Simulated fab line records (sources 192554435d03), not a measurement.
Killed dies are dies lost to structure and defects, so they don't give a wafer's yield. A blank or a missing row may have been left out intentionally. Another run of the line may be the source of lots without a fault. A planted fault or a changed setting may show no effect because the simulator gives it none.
Split-lot experiment | flow n5 finfet | route with 1938 steps; 7 lots, 21 wafers read

## ABOUT THE SPLIT
At N5_BEOL_M13_SPUTTER_43 (material TaN, target thk 15 nm, time 24.19 s), the setting power w was moved away from the recipe's 15000 W on 6 of the 21 wafers read, by -15.2% to +16.8%. The other wafers ran this setting at the recipe's value.

## FROM THE SPLIT TO THE READING: what the file shows between them, 4 steps
- N5_BEOL_M13_SPUTTER_44: material Ta, target thk 10 nm, time 16.13 s
- N5_BEOL_M13_SPUTTER_45: material Cu, target thk 80 nm, time 13.33 s
- N5_BEOL_M13_ECD_47: material Cu, target thk 936 nm
- N5_BEOL_M13_ANNEAL_48: time 90 s

## THE READING
barrier field endpoint s, in s, at N5_BEOL_M13_CMP_49 (polishes, stops on SiOC, t overpolish 17.1 s, target thk 420 nm). Fault-free wafers of this fab line usually give 30.2 s, standard deviation 0.68 s.

wafer  | tool, chamber at the split | power w as run, W | against the recipe | barrier field endpoint s, s | against lot-mates on the recipe
L079.3 | pvd sputter-02, -          | 15000             | recipe             | 31.3                        | -
L079.1 | pvd sputter-02, -          | 15000             | recipe             | 30.5                        | -
L079.4 | pvd sputter-02, -          | 15000             | recipe             | 30.9                        | -
L077.4 | pvd sputter-01, -          | 15000             | recipe             | 29.8                        | -
L077.2 | pvd sputter-01, -          | 15000             | recipe             | 30.6                        | -
L077.1 | pvd sputter-01, -          | 15000             | recipe             | 29.5                        | -
L087.4 | pvd sputter-02, -          | 15000             | recipe             | 30.1                        | -
L087.1 | pvd sputter-02, -          | 12720             | -15.2%             | 27.4                        | -2.8
L087.2 | pvd sputter-02, -          | 15000             | recipe             | 30.2                        | -
L089.3 | pvd sputter-02, -          | 15000             | recipe             | 29.6                        | -
L089.2 | pvd sputter-02, -          | 15000             | recipe             | 30.8                        | -
L089.6 | pvd sputter-02, -          | 15000             | recipe             | 30.1                        | -
L093.3 | pvd sputter-02, -          | 17520             | +16.8%             | 34.1                        | +3.5
L093.6 | pvd sputter-02, -          | 15000             | recipe             | 31.4                        | -
L093.5 | pvd sputter-02, -          | 15000             | recipe             | 29.8                        | -
L092.4 | pvd sputter-03, -          | 15000             | recipe             | 31.5                        | -
L092.2 | pvd sputter-03, -          | 17350             | +15.7%             | 33.0                        | +1.5
L092.5 | pvd sputter-03, -          | 17350             | +15.7%             | 33.2                        | +1.7
L096.3 | pvd sputter-01, -          | 13180             | -12.1%             | 28.5                        | -1.7
L096.4 | pvd sputter-01, -          | 15000             | recipe             | 30.2                        | -
L096.6 | pvd sputter-01, -          | 13180             | -12.1%             | 28.0                        | -2.2

THE FIT
A straight line over all 21 wafers: barrier field endpoint s changes by +0.188 s for each +1% of power w; r = +0.94; the points scatter about the line by 0.59 s.
The same after taking each lot's own level away (the mean of its wafers on the recipe; 21 wafers): +0.153 s for each +1%; r = +0.92; scatter 0.53 s.
On that fit, the largest move of power w shifts the reading by 2.6 s.
The span of the lots' own levels, 29.97 to 31.50 s, comes to 2.3 times the standard deviation stated above.
So the lot-to-lot level changes the slope: the two fits differ.
Check: with one of the wafers moved furthest among these (+16.8%) left out of the fit, the line predicts +2.17 s for it against its lot-mates. It came out at +3.5 s against them.

## OTHER SPLITS ON THESE WAFERS
Note: prior to the reading, these wafers also went through further splits. Each is held against what the fit with the lots' levels taken away leaves over:
other split on the same wafers    | wafers away from the commonest value | r with barrier field endpoint s (lot level and that fit taken away)
N5_BEOL_M8_EXPOSE_08 dose mj      | 3                                    | +0.10
N5_BEOL_M8_DEP_56 time s          | 5                                    | +0.01
N5_BEOL_M10_COAT_63 spin rpm      | 10                                   | -0.21
N5_BEOL_M10_COAT_22 spin rpm      | 5                                    | -0.27
N5_BEOL_M11_ETCH_41 time s        | 8                                    | +0.02
N5_BEOL_M12_CMP_49 down force psi | 10                                   | -0.20

## THE WHOLE CHAIN: every reading that the file lists as answering this split, in the file's order
step                   | what it does                                                    | reading                                                                            | change (the file's fit)               | r (the file's)
N5_BEOL_M13_SPUTTER_43 | material TaN, target thk 15 nm, time 24.19 s                    | TaN_of_BEOL_M13_SPUTTER_43.thk nm (the simulator's own value, which no gauge read) | +0.149 nm for each +1% of the setting | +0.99
N5_BEOL_M13_CMP_49     | polishes, stops on SiOC, t overpolish 17.1 s, target thk 420 nm | barrier field endpoint s                                                           | +0.165 s for each +1% of the setting  | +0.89

## FILE'S OWN FIT
barrier field endpoint s changes by +0.165 s for each +1% of power w, r = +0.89.
